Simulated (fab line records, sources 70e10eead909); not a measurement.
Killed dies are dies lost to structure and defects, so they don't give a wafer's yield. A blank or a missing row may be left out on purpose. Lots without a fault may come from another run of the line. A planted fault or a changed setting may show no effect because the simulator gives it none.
fab line records | flow nand_harc
record lots=13 wafers=39 last_day=31
route steps=1302 shown A_START@389 A_ZERO_WELL@401 A_SOURCE_PLATE@416
lots that met no fault: from a run of the same line without faults
start_h: hours from the record's first day to the start of the lot's first wafer shown | wait_h: hours since the lot's step before | " the same as in the row above | L1.1+2: a row that stands for several wafers | - no value, or no start given | * or withheld: withheld | < > ~ a bound
route shown NAME@n: a module of which the file shows steps, and the number in the route of the first | usual: mean/standard deviation of fault-free wafers | same: alike in all rows | chamber/n: place in a boat | sites: the reading at each site | _std_site: their standard deviation | _edge_site: outer sites' mean less inner sites' | radius_mm: how far each site lies from the wafer's centre | mask NAME#n: copy n | behind: the tool/chamber that last shaped the wafer | hold: why the lot was held/for how many hours/how that ended | device: the transistor (n, p or np) that didn't switch | end of line: the same wafers' tests at the end of the route | a step without rows: its recipe alone | killed: dies lost to structure and defects at the first sort, not the wafer's yield | map: a wafer's dies, x killed, . not, _ none there
set.NAME: the setting as run; set.NAME@STEP: as run at that earlier step | model.NAME: the simulator's own value behind a step, which no gauge read
steps of the route over a sample of lots; a table a step, a row a wafer
services: from which hour (start_h, from the record's first day; less than 0 if before it) a tool's chamber was out of use, for how many hours, and why
## steps
# step NHARC_A_START_INSPECT_01
# usual raw_defect_count=3.6/2
# columns lot.wafer tool chamber start_h wait_h raw_defect_count
L440.2 defect_inspect-02 - 145.80 - 2
L440.3 " - " " 4
L440.6 " - " " 7
L439.2 defect_inspect-01 - 146.58 - 6
L439.4 " - " " 6
L439.5 " - " " 2
L441.1 defect_inspect-02 - 159.67 - 2
L441.2 " - " " 2
L441.3 " - " " 4
L444.1 defect_inspect-02 - 189.97 - 2
L444.2 " - " " 3
L444.4 " - " " 3
L446.1 defect_inspect-01 - 208.17 - 3
L446.3 " - " " 3
L446.4 " - " " 2
L447.4 defect_inspect-01 - 217.13 - 8
L447.5 " - " " 6
L447.6 " - " " 8
L448.3 defect_inspect-01 - 223.20 - 5
L448.5 " - " " 0
L448.6 " - " " 1
L449.2 defect_inspect-02 - 236.97 - 3
L449.5 " - " " 3
L449.6 " - " " 9
L451.1 defect_inspect-01 - 266.87 - 5
L451.3 " - " " 5
L451.6 " - " " 2
L453.1 defect_inspect-01 - 284.14 - 3
L453.3 " - " " 8
L453.4 " - " " 6
L455.1 defect_inspect-01 - 304.83 - 4
L455.2 " - " " 2
L455.6 " - " " 4
L456.2 defect_inspect-02 - 318.38 - 4
L456.4 " - " " 1
L456.5 " - " " 3
L457.1 defect_inspect-01 - 326.35 - 3
L457.2 " - " " 9
L457.4 " - " " 8
# step NHARC_A_ZERO_WELL_CD_MEAS_10
# recipe target_cd_nm=2000 landing_energy_ev=500
# usual cd_nm=2000.8/2.7
# columns lot.wafer tool chamber start_h wait_h cd_nm
L440.2 cd_sem-03 0 146.64 - 1998.0
L440.3 " 0 " " 2002.9
L440.6 " 0 " " 1998.8
L439.2 cd_sem-01 0 147.31 - 2000.8
L439.4 " 0 " " 2002.7
L439.5 " 0 " " 2001.0
L441.1 cd_sem-02 0 160.52 - 2004.5
L441.2 " 0 " " 2001.1
L441.3 " 0 " " 2002.1
L444.1 cd_sem-03 0 190.68 - 2003.5
L444.2 " 0 " " 2001.6
L444.4 " 0 " " 2003.5
L446.1 cd_sem-03 0 209.01 - 1997.8
L446.3 " 0 " " 1992.9
L446.4 " 0 " " 1995.9
L447.4 cd_sem-02 0 217.97 - 1997.8
L447.5 " 0 " " 1997.9
L447.6 " 0 " " 1995.7
L448.3 cd_sem-02 0 224.04 - 2003.2
L448.5 " 0 " " 1996.6
L448.6 " 0 " " 2000.1
L449.2 cd_sem-03 0 237.80 - 2005.0
L449.5 " 0 " " 2003.4
L449.6 " 0 " " 2001.8
L451.1 cd_sem-03 0 267.71 - 1999.2
L451.3 " 0 " " 1996.2
L451.6 " 0 " " 1998.1
L453.1 cd_sem-02 0 284.98 - 2001.8
L453.3 " 0 " " 2001.2
L453.4 " 0 " " 1997.3
L455.1 cd_sem-02 0 305.66 - 1998.6
L455.2 " 0 " " 2000.2
L455.6 " 0 " " 2003.0
L456.2 cd_sem-03 0 319.22 - 1999.0
L456.4 " 0 " " 1996.4
L456.5 " 0 " " 1997.4
L457.1 cd_sem-02 0 327.08 - 1998.4
L457.2 " 0 " " 2002.3
L457.4 " 0 " " 2001.9
# step NHARC_A_SOURCE_PLATE_THK_MEAS_09
# recipe thk_meas_gauge=ellipsometry
# usual thk_nm=9.8/0.95
# columns lot.wafer tool chamber start_h wait_h thk_nm
L440.2 film_metro-01 - 154.93 0.4 9.4
L440.3 " - " " 10.6
L440.6 " - " " 10.4
L439.2 film_metro-02 - 154.93 0.4 9.4
L439.4 " - " " 9.5
L439.5 " - " " 12.2
L441.1 film_metro-01 - 170.17 0.4 9.3
L441.2 " - " " 8.8
L441.3 " - " " 7.2
L444.1 film_metro-01 - 199.62 0.4 9.9
L444.2 " - " " 10.0
L444.4 " - " " 10.0
L446.1 film_metro-02 - 217.60 0.4 8.8
L446.3 " - " " 8.2
L446.4 " - " " 9.6
L447.4 film_metro-01 - 226.24 0.4 9.9
L447.5 " - " " 9.0
L447.6 " - " " 8.7
L448.3 film_metro-02 - 233.16 0.4 10.2
L448.5 " - " " 10.6
L448.6 " - " " 10.0
L449.2 film_metro-02 - 249.35 0.4 11.2
L449.5 " - " " 10.0
L449.6 " - " " 9.5
L451.1 film_metro-02 - 276.71 0.4 9.6
L451.3 " - " " 9.1
L451.6 " - " " 9.7
L453.1 film_metro-02 - 292.42 0.4 8.7
L453.3 " - " " 10.6
L453.4 " - " " 11.2
L455.1 film_metro-01 - 314.52 0.4 11.0
L455.2 " - " " 9.8
L455.6 " - " " 10.2
L456.2 film_metro-02 - 328.82 0.4 9.5
L456.4 " - " " 9.4
L456.5 " - " " 11.0
L457.1 film_metro-02 - 335.96 0.4 10.3
L457.2 " - " " 9.7
L457.4 " - " " 11.0
# step NHARC_A_SOURCE_PLATE_CVD_03
# recipe target_thk_a=2000 temp_c=620 pressure_mtorr=200 time_s=4000 material=poly-Si
# usual pressure_mtorr=200.0/0.42 spike_tc_bottom_C=641.4/1.7 spike_tc_centre_C=620.1/1.2 spike_tc_lower_C=620.2/1 spike_tc_top_C=638.9/1.1 spike_tc_upper_C=620.1/1.2
# columns lot.wafer tool chamber start_h wait_h pressure_mtorr spike_tc_bottom_C spike_tc_centre_C spike_tc_lower_C spike_tc_top_C spike_tc_upper_C
L439.2 lpcvd_poly-01 0 157.41 - 200.7 640.4 619.2 620.0 637.2 619.3
L439.4 " 0 " " 200.6 640.2 618.8 620.8 638.3 621.2
L439.5 " 0 " " 200.7 639.8 619.9 619.2 638.9 617.9
L440.2 lpcvd_poly-01 0 157.41 - 199.6 639.7 621.0 621.7 637.7 619.5
L440.3 " 0 " " 199.8 639.8 619.0 619.0 638.3 619.4
L440.6 " 0 " " 200.4 641.6 618.0 619.5 637.2 621.5
L441.1 lpcvd_poly-04 0 172.76 - 199.9 641.9 620.7 622.4 640.3 618.8
L441.2 " 0 " " 200.2 641.6 619.9 621.0 639.0 620.1
L441.3 " 0 " " 200.1 643.8 620.2 621.2 641.5 621.4
L444.1 lpcvd_poly-02 0 202.19 - 200.8 638.9 620.8 617.5 639.2 617.0
L444.2 " 0 " " 199.6 639.6 621.1 620.3 639.4 618.2
L444.4 " 0 " " 200.6 640.1 622.2 618.8 638.6 618.3
L446.1 lpcvd_poly-04 0 220.20 - 200.5 645.8 620.2 618.7 640.6 619.5
L446.3 " 0 " " 199.9 645.7 619.0 621.7 641.1 619.9
L446.4 " 0 " " 199.8 642.0 621.2 623.1 640.3 620.3
L447.4 lpcvd_poly-04 0 230.26 - 199.8 640.8 620.6 620.5 640.8 621.5
L447.5 " 0 " " 200.0 643.3 620.8 621.0 638.7 621.0
L447.6 " 0 " " 199.5 641.4 619.4 621.6 637.4 619.6
L448.3 lpcvd_poly-01 0 235.64 - 200.5 640.1 617.8 620.2 636.9 621.6
L448.5 " 0 " " 199.5 641.7 619.2 620.5 639.2 621.2
L448.6 " 0 " " 200.3 641.2 619.6 620.1 638.4 620.8
L449.2 lpcvd_poly-01 0 251.83 - 199.5 640.6 619.6 619.4 638.2 620.8
L449.5 " 0 " " 199.4 641.7 620.9 618.4 639.4 619.4
L449.6 " 0 " " 199.6 641.2 618.6 621.2 637.4 617.9
L451.1 lpcvd_poly-01 0 279.21 - 200.5 640.9 620.0 620.0 639.5 620.1
L451.3 " 0 " " 200.1 640.3 618.7 619.1 637.7 618.6
L451.6 " 0 " " 200.7 642.0 619.4 620.9 639.1 619.6
L453.1 lpcvd_poly-01 0 294.91 - 200.2 640.2 618.8 620.8 639.0 621.1
L453.3 " 0 " " 200.7 639.7 620.5 618.4 636.9 618.8
L453.4 " 0 " " 200.2 641.4 620.0 621.6 638.5 621.7
L455.1 lpcvd_poly-01 0 317.10 - 200.0 657.0 635.9 639.6 656.3 636.9
L455.2 " 0 " " 200.1 656.9 636.1 636.8 656.3 638.6
L455.6 " 0 " " 199.5 659.4 636.1 637.8 653.5 636.1
L456.2 lpcvd_poly-01 0 331.30 - 200.4 656.1 635.7 638.3 656.4 637.8
L456.4 " 0 " " 200.0 657.0 637.1 637.9 655.1 637.0
L456.5 " 0 " " 200.2 656.4 634.7 637.8 655.5 634.4
L457.1 lpcvd_poly-02 0 338.54 - 199.4 640.1 622.1 618.8 639.9 620.6
L457.2 " 0 " " 200.2 638.9 622.9 619.6 638.2 619.1
L457.4 " 0 " " 200.3 640.8 620.0 619.9 639.2 619.9
# step NHARC_A_SOURCE_PLATE_THK_MEAS_06
# recipe thk_meas_gauge=ellipsometry
# usual thk_nm=199.2/2.2
# columns lot.wafer tool chamber start_h wait_h thk_nm
L440.2 film_metro-01 - 168.12 0.4 197.9
L440.3 " - " " 198.7
L440.6 " - " " 195.1
L439.2 film_metro-02 - 168.12 0.4 198.2
L439.4 " - " " 197.5
L439.5 " - " " 200.1
L441.1 film_metro-02 - 183.59 0.4 202.6
L441.2 " - " " 198.5
L441.3 " - " " 199.0
L444.1 film_metro-02 - 213.65 0.4 199.2
L444.2 " - " " 199.2
L444.4 " - " " 199.5
L446.1 film_metro-02 - 230.97 0.4 199.4
L446.3 " - " " 200.4
L446.4 " - " " 198.9
L447.4 film_metro-02 - 240.17 0.4 199.3
L447.5 " - " " 198.9
L447.6 " - " " 196.7
L448.3 film_metro-02 - 245.63 0.4 198.2
L448.5 " - " " 199.2
L448.6 " - " " 197.1
L449.2 film_metro-02 - 261.82 0.4 202.6
L449.5 " - " " 199.8
L449.6 " - " " 201.5
L451.1 film_metro-01 - 289.51 0.4 200.9
L451.3 " - " " 203.0
L451.6 " - " " 203.8
L453.1 film_metro-01 - 308.43 0.4 200.9
L453.3 " - " " 200.2
L453.4 " - " " 199.2
L455.1 film_metro-01 - 327.50 0.4 297.6
L455.2 " - " " 294.4
L455.6 " - " " 295.1
L456.2 film_metro-01 - 341.33 0.4 297.7
L456.4 " - " " 299.4
L456.5 " - " " 296.8
L457.1 film_metro-01 - 348.98 0.4 197.0
L457.2 " - " " 197.2
L457.4 " - " " 197.3
## services
# columns tool chamber start_h hours kind
lpcvd_poly-02 - 206.00 26.0 pm
lpcvd_poly-04 - 227.13 3.1 repair
## key
first_sign step=NHARC_A_SOURCE_PLATE_CVD_03 reading=spike_tc_lower_C direction=up sigmas=18 usual=620.2 struck=638.0
effect step=NHARC_A_SOURCE_PLATE_CVD_03 reading=spike_tc_top_C direction=up sigmas=15 usual=638.9 struck=655.5
effect step=NHARC_A_SOURCE_PLATE_THK_MEAS_06 reading=thk_nm direction=up sigmas=44 usual=199.2 struck=296.8
met_at NHARC_A_SOURCE_PLATE_CVD_03
struck_lots L455,L456
tester_left_out L455,L456
not_acting_at NHARC_A_START_INSPECT_01,NHARC_A_ZERO_WELL_CD_MEAS_10,NHARC_A_SOURCE_PLATE_THK_MEAS_09
onset_between 294.91 317.10
fault kind=process_parameter_drift tool=lpcvd_poly-01 chamber=- onset_h=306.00 steps=NHARC_A_SOURCE_PLATE_CVD_03 channel=temp_c offset=* shape=step end_h=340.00 acts_in=* stated=*
# tester_left_out: of these lots the tester's yield and bins aren't shown, on N5 and GAA mostly nor the transistor test; their killed dies are dies lost to structure and defects alone, not to doping, threshold or leakage, so they don't give the yield
